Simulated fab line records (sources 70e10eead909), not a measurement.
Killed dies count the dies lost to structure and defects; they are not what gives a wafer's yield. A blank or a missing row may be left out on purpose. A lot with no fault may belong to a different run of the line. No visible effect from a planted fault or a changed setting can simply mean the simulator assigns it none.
Which tool did it? ; flow nandHarc ; 43 wafers from 15 lots sampled at 5 of the route's 1159 steps

== WHAT THE GAUGES SHOWED, per wafer ==
NHARC_A_SOURCE_PLATE_THK_MEAS_09: measures by ellipsometry.
lot;measured;on;thkNm (nm)
L220;day 6 21:57;filmMetro-01;8.0 10.7 8.8
L221;day 7 05:26;filmMetro-01;10.4 10.2 9.8
L222;day 7 09:50;filmMetro-02;8.5 8.3 10.4
L224;day 8 00:40;filmMetro-02;8.6 9.7
L226;day 8 11:45;filmMetro-02;9.4 10.0 9.4
L227;day 8 20:53;filmMetro-02;8.8 11.1
L233;day 10 00:58;filmMetro-01;9.2 10.5 8.8
L232;day 10 00:58;filmMetro-01;9.3 8.6 10.0
L234;day 10 09:53;filmMetro-01;9.4 10.1 7.4
L235;day 10 22:58;filmMetro-01;10.0 8.6 10.4
L237;day 10 22:58;filmMetro-01;11.5 9.8 11.0
L239;day 11 20:53;filmMetro-02;9.5 8.7 9.3
L242;day 12 05:04;filmMetro-02;11.3 9.3 9.3
L241;day 12 05:04;filmMetro-01;8.4 11.3 9.5
L243;day 12 09:01;filmMetro-02;9.8 8.2 8.0

NHARC_A_ONON_D1_THK_MEAS_27: measures by ellipsometry.
lot;measured;on;thkNm (nm)
L220;day 8 01:47;filmMetro-02;1002 1001 1002
L221;day 8 06:52;filmMetro-01;1008 1008 1009
L222;day 8 10:51;filmMetro-02;991 989 990
L224;day 9 01:27;filmMetro-01;989 1833
L226;day 9 13:33;filmMetro-01;1829 986 985
L227;day 9 22:16;filmMetro-02;1845 999
L233;day 11 03:53;filmMetro-01;1015 1013 1013
L232;day 11 04:14;filmMetro-02;1007 1007 1007
L234;day 11 14:46;filmMetro-01;991 988 988
L235;day 11 23:53;filmMetro-02;997 998 1000
L237;day 11 23:53;filmMetro-01;1004 1003 1004
L239;day 12 22:22;filmMetro-01;1023 1022 1022
L242;day 13 08:43;filmMetro-02;996 996 996
L241;day 13 09:04;filmMetro-02;995 992 994
L243;day 13 08:52;filmMetro-02;999 999 997

NHARC_END_SORT_01.
lot;measured;on;killedAtArray;killedAtOther;killedAtPeriphery;killedDies;killedOpen;killedShort
L220;day 20 03:23;prober-01;21 19 19;0 0 2;2 3 2;23 22 23;3 4 2;1 1 2
L221;day 19 22:40;prober-02;28 39 35;0 0 0;1 4 0;29 43 35;1 4 2;1 4 0
L222;day 19 14:07;prober-02;27 18 16;0 1 1;4 8 6;31 27 23;4 3 5;5 4 1
L224;day 20 14:25;prober-01;20 677;0 0;2 0;22 677;4 4;2 2
L226;day 20 20:11;prober-02;673 22 25;0 0 0;4 4 5;677 26 30;1 3 1;0 0 1
L227;day 21 04:43;prober-02;673 42;2 1;2 8;677 51;6 7;2 1
L233;day 22 05:43;prober-01;28 26 27;0 0 0;4 2 2;32 28 29;6 4 4;1 2 3
L232;day 22 13:31;prober-01;24 12 13;0 0 0;3 3 2;27 15 15;8 3 3;7 0 3
L234;day 22 13:32;prober-02;30 36 32;0 1 0;1 1 2;31 38 34;1 2 2;1 3 3
L235;day 23 04:05;prober-02;43 40 44;3 1 1;3 3 2;49 44 47;4 5 9;3 6 3
L237;day 23 14:16;prober-01;33 25 35;0 0 0;2 0 1;35 25 36;3 1 3;2 1 0
L239;day 23 23:02;prober-02;41 32 37;0 0 0;1 1 0;42 33 37;1 1 3;3 1 0
L242;day 24 07:40;prober-02;30 41 37;0 0 0;3 3 2;33 44 39;3 6 1;2 3 0
L241;day 24 14:31;prober-01;16 17 29;0 0 0;11 5 9;27 22 38;5 3 2;1 2 3
L243;day 24 06:50;prober-01;32 42 46;0 0 1;8 3 3;40 45 50;2 5 7;5 1 2

== EACH LOT AND THE TOOL THAT RAN IT (in order: tool; ch and the chambers of the sampled wafers; start) ==
lot;NHARC_A_ZERO_WELL_RTA_16;NHARC_A_ONON_D1_DEP_25
L220;rtpAnneal-02 ch 0, day 6 13:49;pecvdOnon-04 ch 0, day 8 01:17
L221;rtpAnneal-01 ch 0, day 6 22:07;pecvdOnon-01 ch 0, day 8 06:25
L222;rtpAnneal-02 ch 0, day 7 02:13;pecvdOnon-04 ch 0, day 8 10:20
L224;rtpAnneal-01 ch 0, day 7 16:34;pecvdOnon-04 ch 0, day 9 01:10
L226;rtpAnneal-02 ch 0, day 8 03:28;pecvdOnon-04 ch 0, day 9 13:06
L227;rtpAnneal-02 ch 0, day 8 13:25;pecvdOnon-04 ch 0, day 9 21:49
L233;rtpAnneal-01 ch 0, day 9 15:41;pecvdOnon-02 ch 0, day 11 03:23
L232;rtpAnneal-02 ch 0, day 9 17:02;pecvdOnon-02 ch 0, day 11 03:44
L234;rtpAnneal-02 ch 0, day 10 01:13;pecvdOnon-02 ch 0, day 11 14:15
L235;rtpAnneal-01 ch 0, day 10 15:25;pecvdOnon-02 ch 0, day 11 23:26
L237;rtpAnneal-01 ch 0, day 10 18:18;pecvdOnon-01 ch 0, day 11 23:26
L239;rtpAnneal-02 ch 0, day 11 13:20;pecvdOnon-04 ch 0, day 12 21:54
L242;rtpAnneal-02 ch 0, day 11 21:51;pecvdOnon-01 ch 0, day 13 08:19
L241;rtpAnneal-01 ch 0, day 11 22:10;pecvdOnon-01 ch 0, day 13 08:37
L243;rtpAnneal-02 ch 0, day 12 01:28;pecvdOnon-04 ch 0, day 13 08:24
- NHARC_A_ZERO_WELL_RTA_16: time 10 s.
- NHARC_A_ONON_D1_DEP_25: target thk 1000 nm.

== AS READ BY THE TOOLS THEMSELVES (means over the sampled wafers that have a number; for cases with no such wafer, the mark the record gives instead) ==
NHARC_A_ZERO_WELL_RTA_16.
lot;tool;lampPowerPct (%);wafer_temp_C_max
L220;rtpAnneal-02;27.9;1004.2
L221;rtpAnneal-01;28.7;1003.4
L222;rtpAnneal-02;27.8;1003.9
L224;rtpAnneal-01;28.7;1003.2
L226;rtpAnneal-02;27.8;1004.2
L227;rtpAnneal-02;27.8;1004.8
L233;rtpAnneal-01;28.7;1003.8
L232;rtpAnneal-02;27.8;1005.6
L234;rtpAnneal-02;27.8;1004.7
L235;rtpAnneal-01;28.7;1003.7
L237;rtpAnneal-01;28.7;1003.8
L239;rtpAnneal-02;27.8;1005.2
L242;rtpAnneal-02;27.8;1004.1
L241;rtpAnneal-01;28.7;1003.5
L243;rtpAnneal-02;27.8;1004.3

NHARC_A_ONON_D1_DEP_25.
lot;tool;susceptorTempC (C)
L220;pecvdOnon-04;399.83
L221;pecvdOnon-01;399.93
L222;pecvdOnon-04;399.70
L224;pecvdOnon-04;400.09
L226;pecvdOnon-04;400.11
L227;pecvdOnon-04;399.94
L233;pecvdOnon-02;400.09
L232;pecvdOnon-02;400.09
L234;pecvdOnon-02;400.17
L235;pecvdOnon-02;399.75
L237;pecvdOnon-01;399.80
L239;pecvdOnon-04;399.84
L242;pecvdOnon-01;400.17
L241;pecvdOnon-01;400.12
L243;pecvdOnon-04;400.24

== THE ANSWER, worked out from the rows above alone ==
Rule: the usual values come from the lots themselves. Put in order of their means at a reading, lots are off if they are a third of the lots or fewer, leave a main group of 4 or more, and stand apart from it by a gap of 3 or more times the standard deviation of the main group's means; of several such gaps the widest counts. The tables above print the reading to a certain number of digits; a main group whose means all agree to those digits is not used. Also off: a lot with no number at a reading for which 4 or more lots have one. All remaining lots with rows at the step are treated as sound. Order of review: gauges by route order, followed by the tools' own readings, for which a lot's mean as printed above is used. The first step at which some lot is off is used, and at that step the reading that is off furthest; a lot without a number counts as furthest.
Off, at NHARC_A_ONON_D1_THK_MEAS_27 on thkNm: L224, L226, L227. The main group: mean 1002 nm, standard deviation 9.4.
A tool fits if, at a process step before that reading, it ran every lot that is off, and no sound lot after the first of them. Not tried: the gauges at NHARC_A_ONON_D1_THK_MEAS_27; whatever is off there is also off at NHARC_END_SORT_01, on other tools, and gauge error can't account for it. None of those tried fits.

== WHAT THE SIMULATOR HAD PUT IN ==
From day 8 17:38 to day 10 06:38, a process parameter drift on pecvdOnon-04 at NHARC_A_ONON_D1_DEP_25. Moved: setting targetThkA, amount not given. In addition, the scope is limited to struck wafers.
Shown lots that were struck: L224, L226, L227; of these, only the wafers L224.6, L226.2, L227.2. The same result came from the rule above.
